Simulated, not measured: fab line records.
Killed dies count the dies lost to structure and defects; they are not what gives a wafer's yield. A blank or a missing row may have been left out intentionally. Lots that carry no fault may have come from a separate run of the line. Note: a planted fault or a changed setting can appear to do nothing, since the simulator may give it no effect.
fab line records + flow n5-finfet
record:
- lots: 4
- wafers: 12
- last-day: 19
route steps=1938 shown SD_EPI_P@302 SD_ACTIVATION@330 ILD0@335 BEOL_M4@1111 PASSIVATION@1936
lots untouched by any fault: they come from a run of this same line in which no faults occurred
start-h: hours from the record's first day to the start of the lot's first wafer shown + wait-h: hours from the lot's prior step to this one + " same as the row above + L1.1+2: several wafers, shown together as one row + - no value, or no start given + * or withheld: withheld + < > ~ a bound
route shown NAME@n: names a module that has steps shown in the file, with the first one's number in the route + usual: average and standard deviation across the fault-free wafers + same: alike in all rows + chamber/n: place in a boat + sites: per-site readings + _std_site: the values' standard deviation + _edge_site: the outer-site mean with the inner-site mean subtracted + radius-mm: how far each site lies from the wafer's centre + mask NAME#n: copy n + behind: the tool/chamber that last shaped the wafer + hold: why the lot was held/for how many hours/how that ended + device: whichever transistor did not switch (one of n, p or np) + end of line: tests of these same wafers at the route's end + where a step has no rows: the recipe by itself + killed: at the first sort, the dies lost to defects and structure; wafer yield is something else + map: a wafer's dies, x killed, . not, _ none there
set.NAME: the setting the step ran with; set.NAME@STEP: the setting that earlier step ran with + model.NAME: the simulator's own value behind a step, which no gauge read
lots at selected steps of the route; one table per step, one row per wafer
== steps ==
step: N5_SD_EPI_P_DEVELOP_08
recipe:
- develop-time-s: 30
- developer: TMAH
- resist: CAR-ArF-block
- dev-temp-c: 23
- rinse-liquid: diw
- dry: air-spin
step: N5_SD_EPI_P_DESCUM_14
recipe:
- chemistry: O2
- time-s: 7.9
- source-power-w: 50
- bias-power-w: 20
- pressure-mtorr: 20
- rf-frequency-hz: 2.712e+07
- temp-c: 40
- resist: CAR-ArF-block
- o2-flow-sccm: 225
step: N5_SD_EPI_P_ETCH_36
recipe:
- chemistry: CF4
- target: SiARC
- target-depth-a: 455
- mask-material: CAR-ArF-block
- time-s: 75.8
- ion-energy-ev: 80
- pressure-mtorr: 40
- source-w: 545
- bias-w: 36
- Ar_flow_sccm: 100
- cf4-flow-sccm: 100
- ends: cleared
step: N5_SD_EPI_P_ETCH_37
recipe:
- chemistry: N2/H2
- target: SOC
- overetch-a: 1080
- mask-material: SiARC
- temp-c: 40
- ion-energy-ev: 100
- source-w: 3000
- bias-w: 133
- pressure-mtorr: 20
- time-s: 486
- n2-flow-sccm: 200
- h2-flow-sccm: 200
- ends: end-point
step: N5_SD_EPI_P_STRIP_38
recipe:
- chemistry: N2/H2
- temp-c: 40
- n2-flow-sccm: 200
- h2-flow-sccm: 200
- rf-frequency-hz: 6e+07
step: N5_SD_EPI_P_ETCHBACK_46
recipe:
- chemistry: CH3F/O2
- mode: anisotropic-etchback
- target: SiNx
- target-depth-a: 175
- stop-on: SiO2
- over-etch-frac: 0.3
- ion-energy-ev: 120
- pressure-mtorr: 30
- source-w: 395
- bias-w: 73
- Ar_flow_sccm: 150
- CH3F_flow_sccm: 30
- O2_flow_sccm: 20
step: N5_SD_EPI_P_ETCH_47
recipe:
- chemistry: CH3F/O2
- target: SiOCN
- target-depth-a: 250
- mask-material: SOC
- ion-energy-ev: 60
- bias-w: 29
- pressure-mtorr: 30
- source-w: 410
- Ar_flow_sccm: 150
- CH3F_flow_sccm: 30
- O2_flow_sccm: 20
step: N5_SD_EPI_P_ETCH_16
recipe:
- chemistry: CHF3/O2
- target: SiO2
- target-depth-a: 50
- mask-material: SOC
- pressure-mtorr: 30
- source-w: 650
- bias-w: 170
- Ar_flow_sccm: 200
- CHF3_flow_sccm: 50
- O2_flow_sccm: 5
- ion-energy-ev: 200
step: N5_SD_EPI_P_STRIP_50
recipe:
- chemistry: CHF3/O2
- resist: SiARC
- rf-frequency-hz: 6e+07
step: N5_SD_EPI_P_SD_RECESS_17
recipe:
- chemistry: HBr/Cl2/O2
- target-depth-a: 391
- bt-time-s: 3
- pressure-mtorr: 10
- icp-w: 800
- bias-w: 112
- HBr_flow_sccm: 150
- Cl2_flow_sccm: 80
- O2_flow_sccm: 12
usual:
- bias-w: 112.0/0.34
- drypump-motor-current-A: 5.6/0.36
- oes-product-au: 0.999/0.011
- rf-fwd-power-W: 795.8/2.7
- throttle-valve-pct: 37.1/0.35
| lot.wafer | tool      | chamber | start-h | wait-h | bias-w | drypump-motor-current-A | oes-product-au | rf-fwd-power-W | rf-hours-counter-h | throttle-valve-pct | model.SD_EPI_P.feature-depth-nm | model.etch.depth-nm |
|-----------|-----------|---------|---------|--------|--------|-------------------------|----------------|----------------|--------------------|--------------------|---------------------------------|---------------------|
| L522.2    | rie-si-06 | 3       | 67.85   | 0.0    | 112.4  | 6.3                     | 0.988          | 802.7          | 117                | 37.3               | 39.6                            | 39.57               |
| L522.3    | "         | 1       | "       | "      | 112.6  | 5.7                     | 0.998          | 794.3          | 120                | 37.7               | 39.4                            | 39.37               |
| L522.6    | "         | 1       | "       | "      | 112.9  | 5.7                     | 0.990          | 795.2          | -                  | 37.7               | 39.2                            | 39.12               |
| L525.2    | rie-si-06 | 1       | 89.52   | 0.0    | 111.9  | 5.7                     | 0.988          | 795.6          | 121                | 37.7               | 39                              | 39.07               |
| L525.3    | "         | 2       | "       | "      | 112.3  | 5.7                     | 0.990          | 798.6          | 156                | 36.5               | 38.6                            | 38.54               |
| L525.5    | "         | 2       | "       | "      | 112.5  | 5.7                     | 1.074          | 796.1          | -                  | 36.5               | 51.6                            | 51.64               |
| L530.2    | rie-si-06 | 1       | 120.03  | 0.0    | 111.9  | 5.7                     | 0.989          | 796.6          | 121                | 37.7               | 39.4                            | 39.49               |
| L530.3    | "         | 2       | "       | "      | 112.2  | 5.7                     | 0.983          | 792.8          | 156                | 36.5               | 39                              | 38.94               |
| L530.5    | "         | 1       | "       | "      | 111.9  | 5.7                     | 1.080          | 794.7          | -                  | 37.6               | 53                              | 53                  |
| L539.2    | rie-si-03 | 0       | 170.86  | 0.0    | 111.5  | 5.1                     | 1.008          | 796.5          | 4                  | 37.4               | 39.2                            | 39.2                |
| L539.3    | "         | 3       | "       | "      | 112.6  | 5.5                     | 1.011          | 797.2          | 95                 | 37.1               | 39.6                            | 39.6                |
| L539.5    | "         | 0       | "       | "      | 111.8  | 5.1                     | 1.003          | 798.5          | -                  | 37.4               | 39                              | 38.98               |
step: N5_SD_EPI_P_WET_ETCH_45
recipe:
- chemistry: dHF
- dilution: withheld
- time-s: 10.7
- target: SiO2
- target-depth-a: 20
- temp-c: 25
- dry: ipa-marangoni
- rinse-time-s: 30
- rinse-temp-c: 23
step: N5_SD_EPI_P_STRIP_40
recipe:
- chemistry: N2/H2
- power-w: 1000
- temp-c: 250
- h2-frac: 0.65
- overash-fraction: 0.3
- pressure-mtorr: withheld
- n2-flow-sccm: 1750
- h2-flow-sccm: 3250
step: N5_SD_EPI_P_PRECLEAN_52
recipe:
- chemistry: O3/DIW
- time-s: 60
- temp-c: 22
- o3-ppm: 10
step: N5_SD_EPI_P_SRD_20
recipe:
- dry: ipa-marangoni
- do-ppb: 5
- time-s: 30
- temp-c: 23
- rinse-liquid: diw
step: N5_SD_EPI_P_PRECLEAN_51
recipe:
- chemistry: NF3:NH3
- afs-cycles: 1
- temp-c: 30
- time-s: 20
- sublimation-temp-c: 180
- sublimation-time-s: 60
- pressure-torr: 3
- rf-power-w: 30
step: N5_SD_EPI_P_VAPOR_ETCH_44
recipe:
- chemistry: NF3/Ar
- target: SiGe30
- temp-c: 25
- time-s: 3.3
- mode: isotropic
step: N5_SD_EPI_P_EPI_21
recipe:
- material: SiGe:B
- dopant: B
- temp-c: 550
- pressure-torr: 20
- ambient: H2
- time-s: 355
step: N5_SD_EPI_P_HM_STRIP_48
recipe:
- chemistry: H3PO4
- temp-c: 160
- material: SiNx
- target: SiNx
- target-depth-a: 30
- overetch-fraction: 0.3
step: N5_SD_EPI_P_SRD_49
recipe:
- dry: ipa-marangoni
- time-s: 30
- temp-c: 23
- rinse-liquid: diw
step: N5_SD_EPI_P_PRECLEAN_24
recipe:
- chemistry: O3/DIW
- time-s: 45
- temp-c: 22
- o3-ppm: 10
step: N5_SD_EPI_P_PRECLEAN_32
recipe:
- chemistry: dHF
- time-s: 10
- dilution: 500:1
- temp-c: 25
step: N5_SD_EPI_P_PRECLEAN_33
recipe:
- chemistry: SC2
- time-s: 45
- temp-c: 35
- mix: 1:1:50
step: N5_SD_EPI_P_SRD_25
recipe:
- time-s: 30
- temp-c: 23
- rinse-liquid: diw
- dry: ipa-marangoni
step: N5_SD_ACTIVATION_RTA_00
recipe:
- temp-c: 975
- time-s: 0
- ambient: N2
- idle-temp-c: 600
- ramp-up-c-per-s: 150
- ramp-down-c-per-s: 60
- cool-to-c: 600
step: N5_SD_ACTIVATION_LSA_01
recipe:
- temp-c: 1080
- time-s: 0.0008
- ambient: N2
step: N5_ILD0_LINER_00
recipe:
- material: SiNx
- target-thk-a: 40
- temp-c: 400
- ald-precursor-family: SiH2I2
- ald-co-reactant: N2/H2-plasma
- pulse-time-s: 1
- purge-time-s: 2
- co-reactant-purge-time-s: 2
- ald-cycles: 80
- pressure-torr: 2
step: N5_ILD0_FCVD_FILL_01
recipe:
- material: SiO2_flowable
- target-thk-a: 2000
- temp-c: 100
- pressure-torr: 0.8
- rf-w: 2000
- time-s: 328.3
step: N5_ILD0_CURE_02
recipe:
- temp-c: 450
- time-s: 1800
- ambient: steam
- idle-temp-c: 400
- ramp-up-c-per-min: 5
- ramp-down-c-per-min: 3
- densification-p-h2o-torr: 640
step: N5_ILD0_CMP_03
recipe:
- stop-on: SiNx
- t-overpolish-s: 1.9
- post-cmp-clean: alkaline-brush
- down-force-psi: 4.1491
- platen-rpm: 51.796
- pad-velocity-m-s: 1.0306
- target-thk-nm: 197.38
step: N5_ILD0_CMP_07
recipe:
- stop-on: poly-Si
- material: SiO2_flowable
- t-overpolish-s: 1.18
- post-cmp-clean: alkaline-brush
- down-force-psi: 4.1491
- platen-rpm: 51.796
- pad-velocity-m-s: 1.0306
- target-thk-nm: 138.88
step: N5_ILD0_PRECLEAN_10
recipe:
- chemistry: NF3:NH3
- afs-cycles: 5
- time-s: 20
- temp-c: 30
- sublimation-temp-c: 180
- sublimation-time-s: 60
- pressure-torr: 3
- rf-power-w: 30
step: N5_ILD0_ALD_15
recipe:
- material: SiNx
- target-thk-a: 240
- temp-c: 400
- ald-precursor-family: SiH2I2
- ald-co-reactant: N2/H2-plasma
- pulse-time-s: 1
- ald-cycles: 480
- purge-time-s: 2
- co-reactant-purge-time-s: 2
- pressure-torr: 2
step: N5_BEOL_M4_RC_MEAS_101
usual:
- CJ_P: 5.73/0.16
- DIBL_N: 35.8/1.7
- DIBL_P: 35.3/2
- IOFF_N: 0.150/0.026
- IOFF_P: 0.194/0.029
- IOFF_P_85C: 3.4/0.42
- IOFF_P_LIN: 0.093/0.011
- ION_N: 667/11
- ION_P: 456/7.1
- REXT_P: 100.6/1.6
- SS_N: 71.4/0.65
- SS_P: 73.1/0.64
- VT_N: 251/3
- VT_P: -252/3.2
- VT_P_LVT: -99.8/2.3
| lot.wafer | tool      | chamber | start-h | wait-h | CJ_P | DIBL_N[mV/V] | DIBL_P[mV/V] | IOFF_N[nA/um] | IOFF_P[nA/um] | IOFF_P_85C[nA/um] | IOFF_P_LIN[nA/um] | ION_N[uA/um] | ION_P[uA/um] | REXT_P[ohm.um] | SS_N[mV/dec] | SS_P[mV/dec] | VT_N[mV] | VT_P[mV] | VT_P_LVT[mV] |
|-----------|-----------|---------|---------|--------|------|--------------|--------------|---------------|---------------|-------------------|-------------------|--------------|--------------|----------------|--------------|--------------|----------|----------|--------------|
| L522.2    | prober-02 | 0       | 224.13  | 0.2    | 5.70 | 36.6         | 36.3         | 0.150         | 0.207         | 3.6               | 0.096             | 657          | 454          | 103.6          | 70.9         | 72.7         | 251      | -250     | -99.8        |
| L522.3    | "         | 0       | "       | "      | 5.67 | 36.6         | 35.7         | 0.155         | 0.195         | 3.3               | 0.092             | 669          | 455          | 102.8          | 71.6         | 73.1         | 248      | -253     | -99.2        |
| L522.6    | "         | 0       | "       | "      | 5.74 | 37.6         | 37.1         | 0.176         | 0.219         | 3.7               | 0.100             | 673          | 456          | 101.6          | 71.3         | 73.2         | 247      | -250     | -98.2        |
| L525.2    | prober-02 | 0       | 248.22  | 0.2    | 5.86 | 36.9         | 37.5         | 0.171         | 0.218         | 3.8               | 0.103             | 673          | 463          | 101.0          | 71.9         | 73.5         | 247      | -251     | -98.4        |
| L525.3    | "         | 0       | "       | "      | 5.61 | 34.6         | 34.5         | 0.138         | 0.170         | 3.1               | 0.085             | 675          | 460          | 100.2          | 71.3         | 73.3         | 252      | -254     | -102.1       |
| L525.5    | "         | 0       | "       | "      | 5.28 | 31.0         | 64.1         | 0.091         | 3.496         | 39.3              | 0.199             | 657          | 484          | 95.7           | 70.7         | 102.1        | 257      | -245     | -92.9        |
| L530.2    | prober-02 | 0       | 276.97  | 0.2    | 5.91 | 33.1         | 31.7         | 0.117         | 0.160         | 2.9               | 0.083             | 661          | 457          | 96.4           | 70.1         | 72.4         | 251      | -254     | -102.8       |
| L530.3    | "         | 0       | "       | "      | 5.74 | 34.5         | 31.8         | 0.126         | 0.158         | 2.9               | 0.081             | 680          | 459          | 96.4           | 70.9         | 73.3         | 252      | -255     | -102.8       |
| L530.5    | "         | 0       | "       | "      | 4.83 | 38.0         | 150.2        | 0.185         | 89.175        | 581.7             | 1.075             | 683          | 510          | 92.7           | 71.2         | 152.8        | 248      | -233     | -82.7        |
| L539.2    | prober-01 | 0       | 335.98  | 0.2    | 5.78 | 36.6         | 34.0         | 0.167         | 0.213         | 3.8               | 0.108             | 659          | 461          | 102.2          | 72.4         | 72.8         | 251      | -246     | -96.7        |
| L539.3    | "         | 0       | "       | "      | 5.69 | 36.7         | 35.4         | 0.170         | 0.237         | 4.1               | 0.116             | 670          | 461          | 101.5          | 72.0         | 73.1         | 248      | -247     | -95.9        |
| L539.5    | "         | 0       | "       | "      | 5.80 | 36.9         | 34.7         | 0.158         | 0.221         | 3.9               | 0.109             | 659          | 455          | 101.2          | 72.4         | 73.7         | 252      | -248     | -97.0        |
step: N5_PASSIVATION_PROBE_49
usual:
- defect-limited-yield: 91.5/1.4
- killed_at_M0_to_M3: 34/11
- killed_at_M4_up: 15/6
- killed-at-contacts: 11/5.9
- killed-at-front-end: 37/11
- killed-at-other: 3.6/2.9
- killed-dies: 101/17
- killed-on-rim: 13/4
- killed-open: 66/12
- killed-short: 33/7.8
- sort_bin_4_leakage: 0/0
- sort_bin_5_function: 5.0/0.97
- sort_bin_6_memory: 3.2/0.65
- sort-n-pass: 1079/17
- sort-yield-pct: 91.4/1.4
same:
- gross-dies: 1180
- killed-at-back-side: 0
- sort_bin_8_speed[%]: 0
| lot.wafer | tool      | chamber | start-h | wait-h | defect-limited-yield[%] | killed_at_M0_to_M3 | killed_at_M4_up | killed-at-contacts | killed-at-front-end | killed-at-other | killed-dies | killed-on-rim | killed-open | killed-short | sort_bin_4_leakage[%] | sort_bin_5_function[%] | sort_bin_6_memory[%] | sort-n-pass | sort-yield-pct[%] |
|-----------|-----------|---------|---------|--------|-------------------------|--------------------|-----------------|--------------------|---------------------|-----------------|-------------|---------------|-------------|--------------|-----------------------|------------------------|----------------------|-------------|-------------------|
| L525.2    | prober-02 | -       | 354.66  | 0.1    | 91.3                    | 27                 | 12              | 8                  | 53                  | 3               | 103         | 8             | 74          | 28           | 0                     | 5.7                    | 2.8                  | 1077        | 91.3              |
| L525.3    | prober-02 | -       | 354.71  | 0.1    | 90.4                    | 33                 | 13              | 24                 | 41                  | 2               | 113         | 13            | 75          | 33           | 0                     | 4.9                    | 3.9                  | 1067        | 90.4              |
| L525.5    | prober-02 | -       | 354.81  | 0.2    | 90.9                    | 27                 | 28              | 21                 | 30                  | 1               | 107         | 22            | 67          | 38           | 90.93                 | 5.4                    | 3.2                  | 0           | 0                 |
| L530.2    | prober-01 | -       | 375.92  | 0.1    | 92.9                    | 33                 | 8               | 3                  | 35                  | 5               | 84          | 5             | 62          | 22           | 0                     | 4.7                    | 2.3                  | 1096        | 92.9              |
| L530.3    | prober-01 | -       | 375.97  | 0.1    | 90.7                    | 27                 | 7               | 5                  | 69                  | 2               | 110         | 13            | 70          | 40           | 0                     | 4.7                    | 4.2                  | 1070        | 90.7              |
| L530.5    | prober-01 | -       | 376.07  | 0.2    | 93.2                    | 19                 | 11              | 11                 | 36                  | 3               | 80          | 13            | 53          | 25           | 93.22                 | 3.7                    | 2.6                  | 0           | 0                 |
| L539.2    | prober-01 | -       | 445.36  | 0.1    | 90.5                    | 40                 | 15              | 6                  | 45                  | 6               | 112         | 14            | 59          | 51           | 0                     | 5.3                    | 4.0                  | 1068        | 90.5              |
| L539.3    | prober-01 | -       | 445.41  | 0.1    | 91.6                    | 32                 | 14              | 11                 | 34                  | 8               | 99          | 8             | 58          | 37           | 0                     | 5.4                    | 2.7                  | 1081        | 91.6              |
| L539.5    | prober-01 | -       | 445.51  | 0.2    | 91.9                    | 42                 | 15              | 1                  | 31                  | 7               | 96          | 11            | 64          | 32           | 0                     | 4.9                    | 2.9                  | 1084        | 91.9              |
killed by level:class
L525.2 FIN_SAQP:geometric-particle:open=11 STI_FIN_REVEAL:geometric-particle:open=10 GATE_CUT:geometric-particle:short=9 GATE_CUT:geometric-particle:open=8 BEOL_M3:geometric-particle:open=8 BEOL_M4:geometric-particle:open=8 BEOL_M2:geometric-particle:open=7 DUMMY_GATE:geometric-particle:open=5
L525.3 MOL_CONTACT_COAG:geometric-particle:open=20 GATE_CUT:geometric-particle:open=9 BEOL_M3:geometric-particle:open=9 FIN_SAQP:geometric-particle:open=7 DUMMY_GATE:geometric-particle:open=6 BEOL_M0_SAQP:geometric-particle:open=6 BEOL_M0_SAQP:geometric-particle:short=5 BEOL_M2:geometric-particle:short=5
L525.5 MOL_CONTACT_COAG:geometric-particle:open=18 BEOL_M4:geometric-particle:open=12 BEOL_M2:geometric-particle:open=7 BEOL_M2:geometric-particle:short=7 BEOL_M5:geometric-particle:short=7 BEOL_M3:geometric-particle:open=6 DUMMY_GATE:geometric-particle:open=5 STARTING-WAFER:geometric-particle:short=5
L530.2 BEOL_M2:geometric-particle:open=9 FIN_SAQP:geometric-particle:open=7 STI_FIN_REVEAL:geometric-particle:open=7 DUMMY_GATE:geometric-particle:open=7 BEOL_M0_SAQP:geometric-particle:short=6 BEOL_M1:geometric-particle:open=6 BEOL_M3:geometric-particle:open=6 BEOL_M4:geometric-particle:short=4
L530.3 STI_FIN_REVEAL:geometric-particle:open=26 FIN_SAQP:geometric-particle:open=8 BEOL_M1:geometric-particle:open=8 BEOL_M3:geometric-particle:open=7 STI_FIN_REVEAL:geometric-particle:short=6 STARTING-WAFER:geometric-particle:short=6 FIN_SAQP:geometric-particle:short=5 DUMMY_GATE:geometric-particle:open=5
L530.5 STI_FIN_REVEAL:geometric-particle:open=9 MOL_CONTACT_COAG:geometric-particle:open=9 BEOL_M1:geometric-particle:open=7 DUMMY_GATE:geometric-particle:open=5 FIN_SAQP:geometric-particle:short=4 DUMMY_GATE:geometric-particle:short=4 BEOL_M5:geometric-particle:open=4 GATE_CUT:geometric-particle:short=4
L539.2 BEOL_M0_SAQP:geometric-particle:short=15 FIN_SAQP:geometric-particle:short=9 BEOL_M3:geometric-particle:open=7 BEOL_M0_SAQP:geometric-particle:open=6 STI_FIN_REVEAL:geometric-particle:open=5 STARTING-WAFER:geometric-particle:open=5 FIN_SAQP:geometric-particle:open=4 GATE_CUT:geometric-particle:open=4
L539.3 BEOL_M0_SAQP:geometric-particle:short=10 MOL_CONTACT_COAG:geometric-particle:open=8 BEOL_M0_SAQP:geometric-particle:open=8 STI_FIN_REVEAL:geometric-particle:open=6 FIN_SAQP:geometric-particle:open=5 FIN_SAQP:geometric-particle:short=4 BEOL_M1:geometric-particle:open=4 BEOL_M2:geometric-particle:open=4
L539.5 BEOL_M2:geometric-particle:open=10 STI_FIN_REVEAL:geometric-particle:open=8 FIN_SAQP:geometric-particle:short=7 BEOL_M3:geometric-particle:short=6 FIN_SAQP:geometric-particle:open=5 BEOL_M0_SAQP:geometric-particle:short=5 BEOL_M0:geometric-particle:open=5 BEOL_M4:geometric-particle:open=5
map L525.3 (x killed, . not)
_________________........x...________________
______________............xx...._____________
___________.......................x__________
__________...............x.........._________
________...........x.....x........xx.._______
_______...............x.....x.....x....______
______.......................x......x..._____
_____......................x......x......____
____..........................x..x.......x___
___..............x........................x__
___.xx.x...x.......x...x.........x.........__
__.....x.x......x..x........................_
__..x........x........x........x......x....._
_..x..................x...........x..........
_..x.....x.......x.....x...................x.
_.x..................x.......................
_.x....x.x......x..........x.........x.......
_..........x...........x......x.....x..x.....
_....x..........x..............xx......x..xx.
_.......x...........x........x....x.......x..
_..............................x.........x...
__.xxx.........................x....x......._
__......x..x..........x..............x......_
___.........x..............................__
___.....x......................x......x.x.x__
____...xx...........................x.....___
_____...................x.........x...x..____
______..x....x.x....x........x.........._____
_______.....................x.......x..______
________.xx....................x......_______
__________.............x.....x......_________
___________..x.........x....x......__________
______________x..x.....x.....x.._____________
_________________...........x________________
map L530.3 (x killed, . not)
_________________......x.....________________
______________........x........._____________
___________..........x.............__________
__________.x........x..............._________
________......xx.x...x......x........._______
_______.........x.......xx........x....______
______..x.....................x.....x..._____
_____....................................____
____x..x.......x......x..x..........x.....___
___...................x.....x..............__
___.x......xxx..xx.......................x.__
__.x........x.......................x......._
__..........x......x........x..x.x..x.....xx_
_.......x...x.......x...............x.x.....x
_............................................
_........................x.............x...x.
_....x.........x...............x.............
_......xx.......x...x............x...........
_.........x........x........................x
_.x.....................x.....x........x.....
_.....x.....x.....x.....x....x.....x.x....x.x
__...................x.x...............x...x_
__.....x.........x.....x...................._
___.............x..........x...............__
___....x..............x................x...__
____........x..x..x.x.....................___
_____.................x.......x..........____
______.x................................_____
_______...x.x..x.......................______
________x.......x....................._______
__________..........x.........x..x.._________
___________....x....x...x..........__________
______________.......x...x..x..._____________
_________________.......x....________________
== key ==
first-sign:
- step: N5_SD_EPI_P_SD_RECESS_17
- reading: oes-product-au
- direction: up
- sigmas: 7.4
- usual: 0.999
- struck: 1.077
effect:
- step: N5_BEOL_M4_RC_MEAS_101
- reading: IOFF_P
- direction: up
- sigmas: 99+
- usual: 0.194
- struck: 46.336
effect:
- step: N5_BEOL_M4_RC_MEAS_101
- reading: IOFF_P_85C
- direction: up
- sigmas: 99+
- usual: 3.4
- struck: 310.5
effect:
- step: N5_BEOL_M4_RC_MEAS_101
- reading: SS_P
- direction: up
- sigmas: 85
- usual: 73.1
- struck: 127.4
effect:
- step: N5_BEOL_M4_RC_MEAS_101
- reading: IOFF_P_LIN
- direction: up
- sigmas: 48
- usual: 0.093
- struck: 0.637
effect:
- step: N5_BEOL_M4_RC_MEAS_101
- reading: DIBL_P
- direction: up
- sigmas: 36
- usual: 35.3
- struck: 107.1
effect:
- step: N5_BEOL_M4_RC_MEAS_101
- reading: ION_P
- direction: up
- sigmas: 5.8
- usual: 456
- struck: 497
effect:
- step: N5_BEOL_M4_RC_MEAS_101
- reading: VT_P_LVT
- direction: up
- sigmas: 5.1
- usual: -99.8
- struck: -87.8
effect:
- step: N5_BEOL_M4_RC_MEAS_101
- reading: CJ_P
- direction: down
- sigmas: 4.2
- usual: 5.73
- struck: 5.05
effect:
- step: N5_BEOL_M4_RC_MEAS_101
- reading: REXT_P
- direction: down
- sigmas: 4
- usual: 100.6
- struck: 94.2
effect:
- step: N5_BEOL_M4_RC_MEAS_101
- reading: VT_P
- direction: up
- sigmas: 3.9
- usual: -252
- struck: -239
effect:
- step: N5_PASSIVATION_PROBE_49
- reading: sort_bin_4_leakage
- direction: up
- sigmas: 99+
- usual: 0
- struck: 92.08
model-effect:
- step: N5_SD_EPI_P_SD_RECESS_17
- value: SD_EPI_P.feature-depth-nm
- without: 38.9
- struck: 52.3
met-at N5_SD_EPI_P_SD_RECESS_17
struck-wafers L525.5,L530.5
onset-between 67.85 89.52
fault:
- kind: process-parameter-drift
- tool: rie-si-06
- chamber: -
- onset-h: 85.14
- steps: N5_SD_EPI_P_SD_RECESS_17
- channel: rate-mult
- offset: 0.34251
- shape: step
- end-h: 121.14
- scope: struck-wafers-only
